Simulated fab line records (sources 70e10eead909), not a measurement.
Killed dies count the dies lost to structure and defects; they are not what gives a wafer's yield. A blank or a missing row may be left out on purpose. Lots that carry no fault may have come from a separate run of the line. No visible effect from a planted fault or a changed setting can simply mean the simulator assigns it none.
The tool behind it: which one? | flow nand_harc | Sampling: 15 lots, 45 wafers, 4 of 1159 route steps

## WHAT EACH GAUGE READ, for each wafer
No reading from a measuring or inspecting step in the record can be judged against a usual standard deviation.

## TOOL THAT RAN EACH LOT (tool first, then ch and the chambers of the sampled wafers, then the start)
lot  | NHARC_P_GATE_RTA_64              | NHARC_P_M0_DEP_00               | NHARC_P_M0_STRIP_18                | NHARC_P_M0_PRE_CLEAN_29
L494 | rtp_anneal-02 ch 0, day 5 15:12  | pecvd-01 ch 0,1,2, day 6 02:10  | rie_diel-08 ch 0,1,3, day 6 03:38  | pvd_sputter-03, no start
L495 | rtp_anneal-01 ch 0, day 5 16:40  | pecvd-04 ch 1,2, day 6 03:27    | rie_diel-01 ch 0,1,2, day 6 04:40  | pvd_sputter-02, no start
L496 | rtp_anneal-02 ch 0, day 5 19:39  | pecvd-01 ch 0,1,2, day 6 04:00  | rie_diel-03 ch 1,2,3, day 6 05:23  | pvd_sputter-03, no start
L498 | rtp_anneal-02 ch 0, day 6 09:25  | pecvd-03 ch 0,1, day 6 17:39    | rie_diel-08 ch 0,1, day 6 19:05    | pvd_sputter-02, no start
L500 | rtp_anneal-01 ch 0, day 7 01:51  | pecvd-04 ch 0,1,2, day 7 08:18  | rie_diel-03 ch 0,2,3, day 7 09:40  | pvd_sputter-01, no start
L501 | rtp_anneal-01 ch 0, day 7 04:03  | pecvd-01 ch 1,2, day 7 11:49    | rie_diel-01 ch 1,2,3, day 7 13:16  | pvd_sputter-02, no start
L502 | rtp_anneal-01 ch 0, day 7 08:17  | pecvd-01 ch 0,1, day 7 14:59    | rie_diel-08 ch 0,1,3, day 7 16:14  | pvd_sputter-02, no start
L505 | rtp_anneal-02 ch 0, day 8 14:07  | pecvd-04 ch 0,2, day 8 22:56    | rie_diel-01 ch 0,3, day 9 00:17    | pvd_sputter-02, no start
L506 | rtp_anneal-01 ch 0, day 8 15:32  | pecvd-01 ch 0,1,2, day 8 23:28  | rie_diel-01 ch 0,2, day 9 00:49    | pvd_sputter-01, no start
L508 | rtp_anneal-02 ch 0, day 8 20:07  | pecvd-04 ch 0,2, day 9 02:21    | rie_diel-08 ch 1,2,3, day 9 03:48  | pvd_sputter-02, no start
L510 | rtp_anneal-01 ch 0, day 9 08:10  | pecvd-04 ch 0,1, day 10 01:04   | rie_diel-08 ch 0,3, day 10 02:26   | pvd_sputter-03, no start
L513 | rtp_anneal-02 ch 0, day 10 02:31 | pecvd-04 ch 0,1, day 10 09:57   | rie_diel-01 ch 2,3, day 10 11:22   | pvd_sputter-02, no start
L514 | rtp_anneal-01 ch 0, day 10 03:02 | pecvd-01 ch 0,1,2, day 10 10:04 | rie_diel-03 ch 0,1,3, day 10 11:29 | pvd_sputter-03, no start
L515 | rtp_anneal-01 ch 0, day 10 20:51 | pecvd-04 ch 0,1, day 11 03:02   | rie_diel-03 ch 0,1,3, day 11 04:29 | pvd_sputter-02, no start
L517 | rtp_anneal-01 ch 0, day 11 06:40 | pecvd-03 ch 0,1, day 11 12:55   | rie_diel-08 ch 0,1,3, day 11 14:11 | pvd_sputter-03, no start
- NHARC_P_GATE_RTA_64: time 1 s.
- NHARC_P_M0_DEP_00: deposits SiOC, target thk 150 nm.
- NHARC_P_M0_STRIP_18: strips in N2/H2.
- NHARC_P_M0_PRE_CLEAN_29: time 30 s.

## AS READ BY THE TOOLS THEMSELVES (means over the sampled wafers that have a number; for cases with no such wafer, the mark the record gives instead)
NHARC_P_GATE_RTA_64. Usual: lamp_power_pct 33.3 %, standard deviation 1.4; lamp_zone_6_pct 33.3 %, standard deviation 1.4; wafer_temp_C_max 1054.2, standard deviation 0.88.
lot  | tool          | lamp_power_pct (%) | lamp_zone_6_pct (%) | wafer_temp_C_max | flag
L494 | rtp_anneal-02 | 34.7               | 34.7                | 1052.9           |
L495 | rtp_anneal-01 | 32.0               | 31.9                | 1054.0           |
L496 | rtp_anneal-02 | 34.6               | 34.6                | 1054.5           |
L498 | rtp_anneal-02 | 34.7               | 34.6                | 1053.9           |
L500 | rtp_anneal-01 | 31.9               | 31.9                | 1054.8           |
L501 | rtp_anneal-01 | 31.9               | 31.9                | 1054.7           |
L502 | rtp_anneal-01 | 31.9               | 31.9                | 1055.0           |
L505 | rtp_anneal-02 | 34.7               | 34.6                | 1053.8           |
L506 | rtp_anneal-01 | 32.0               | 31.9                | 1054.6           |
L508 | rtp_anneal-02 | 34.7               | 34.7                | 1055.2           |
L510 | rtp_anneal-01 | 32.0               | 31.9                | 1054.4           |
L513 | rtp_anneal-02 | 34.7               | 34.6                | 1055.0           |
L514 | rtp_anneal-01 | 31.9               | 31.9                | 1053.6           |
L515 | rtp_anneal-01 | 31.9               | 31.9                | 1054.7           |
L517 | rtp_anneal-01 | 31.9               | 31.8                | 1054.6           |

NHARC_P_M0_DEP_00. Usual: chamber_pressure_Torr 5.000 Torr, standard deviation 0.012; rf_fwd_power_W 598.9 W, standard deviation 1.9.
lot  | tool     | chamber_pressure_Torr (Torr) | rf_fwd_power_W (W) | flag
L494 | pecvd-01 | 4.997                        | 598.1              |
L495 | pecvd-04 | 5.009                        | 597.0              |
L496 | pecvd-01 | 5.005                        | 600.2              |
L498 | pecvd-03 | 4.997                        | 600.3              |
L500 | pecvd-04 | 5.003                        | 597.6              |
L501 | pecvd-01 | 5.006                        | 599.1              |
L502 | pecvd-01 | 5.007                        | 599.9              |
L505 | pecvd-04 | -                            | -                  | OFF
L506 | pecvd-01 | -                            | -                  | OFF
L508 | pecvd-04 | -                            | -                  | OFF
L510 | pecvd-04 | 5.003                        | 599.1              |
L513 | pecvd-04 | 5.000                        | 599.1              |
L514 | pecvd-01 | 5.002                        | 599.1              |
L515 | pecvd-04 | 4.990                        | 597.8              |
L517 | pecvd-03 | 4.990                        | 598.1              |

NHARC_P_M0_STRIP_18. Usual: for drypump_motor_current_A, 5.6 A with a standard deviation of 0.41; for mfc_ar_sccm, 0.002 sccm with a standard deviation of 0.0042; for n2_flow_sccm, 149.9 sccm with a standard deviation of 0.43; for oes_product_au, 0.999 a.u. with a standard deviation of 0.012; for rf_vpp_V, 90.9 V with a standard deviation of 0.97; for showerhead_plenum_p_Torr, 2.09 Torr with a standard deviation of 0.088; for throttle_valve_pct, 14.169 % with a standard deviation of 0.0094.
lot  | tool        | drypump_motor_current_A (A) | mfc_ar_sccm (sccm) | n2_flow_sccm (sccm) | oes_product_au (a.u.) | rf_vpp_V (V) | showerhead_plenum_p_Torr (Torr) | throttle_valve_pct (%) | flag
L494 | rie_diel-08 | 5.4                         | 0.000              | 150.6               | 1.018                 | 91.0         | 2.03                            | 14.169                 |
L495 | rie_diel-01 | 5.8                         | 0.004              | 149.9               | 0.995                 | 90.8         | 2.06                            | 14.171                 |
L496 | rie_diel-03 | 5.8                         | 0.006              | 149.8               | 0.996                 | 91.4         | 2.13                            | 14.167                 |
L498 | rie_diel-08 | 5.7                         | 0.000              | 150.2               | 0.993                 | 90.5         | 2.08                            | 14.172                 |
L500 | rie_diel-03 | 5.7                         | 0.006              | 150.0               | 0.994                 | 91.4         | 2.11                            | 14.166                 |
L501 | rie_diel-01 | 5.8                         | 0.004              | 150.2               | 1.014                 | 91.4         | 2.13                            | 14.173                 |
L502 | rie_diel-08 | 5.5                         | 0.000              | 149.6               | 1.001                 | 90.5         | 2.03                            | 14.171                 |
L505 | rie_diel-01 | 6.0                         | 0.003              | 149.7               | 0.997                 | 91.2         | 1.99                            | 14.167                 |
L506 | rie_diel-01 | 5.7                         | 0.002              | 149.5               | 1.006                 | 90.8         | 2.01                            | 14.177                 |
L508 | rie_diel-08 | 5.1                         | 0.000              | 150.1               | 0.990                 | 90.1         | 2.05                            | 14.183                 |
L510 | rie_diel-08 | 5.3                         | 0.001              | 149.9               | 0.990                 | 90.2         | 1.96                            | 14.174                 |
L513 | rie_diel-01 | 5.6                         | 0.003              | 149.6               | 1.004                 | 91.6         | 2.15                            | 14.168                 |
L514 | rie_diel-03 | 5.6                         | 0.000              | 149.3               | 0.987                 | 90.9         | 2.14                            | 14.163                 |
L515 | rie_diel-03 | 5.6                         | 0.000              | 149.4               | 0.999                 | 90.7         | 2.14                            | 14.170                 |
L517 | rie_diel-08 | 5.5                         | 0.000              | 149.6               | 0.989                 | 90.5         | 2.03                            | 14.163                 |

NHARC_P_M0_PRE_CLEAN_29. Usual: heater_power_w reads 391 W (standard deviation 30).
lot  | tool           | heater_power_w (W) | flag
L494 | pvd_sputter-03 | 397                |
L495 | pvd_sputter-02 | 381                |
L496 | pvd_sputter-03 | 395                |
L498 | pvd_sputter-02 | 373                |
L500 | pvd_sputter-01 | 425                |
L501 | pvd_sputter-02 | 387                |
L502 | pvd_sputter-02 | 369                |
L505 | pvd_sputter-02 | 366                |
L506 | pvd_sputter-01 | 404                |
L508 | pvd_sputter-02 | 378                |
L510 | pvd_sputter-03 | 374                |
L513 | pvd_sputter-02 | 374                |
L514 | pvd_sputter-03 | 412                |
L515 | pvd_sputter-02 | 368                |
L517 | pvd_sputter-03 | 417                |

## THE ANSWER, worked out from the rows above alone
Rule: a lot counts as off when the mean over its wafers that have a number is more than 3 standard deviations away from the usual mean. Also off: a lot with no number at a reading for which 4 or more lots have one. Where the step has rows for the other lots, those lots are counted as sound. The gauges are gone through in route order, then the tools' own readings, and for those a lot's mean is taken as printed above. The first step at which some lot is off is used, and at that step the reading that is off furthest; a lot without a number counts as furthest.
Off: L505, L506, L508 (NHARC_P_M0_DEP_00, chamber_pressure_Torr). Without a number there: L505, L506, L508.
If a tool, at that step or one of the process steps before it, ran each lot that is off and ran no sound lot following the first of them, it fits. None of those tried fits.

## WHAT THE SIMULATOR HAD PUT IN
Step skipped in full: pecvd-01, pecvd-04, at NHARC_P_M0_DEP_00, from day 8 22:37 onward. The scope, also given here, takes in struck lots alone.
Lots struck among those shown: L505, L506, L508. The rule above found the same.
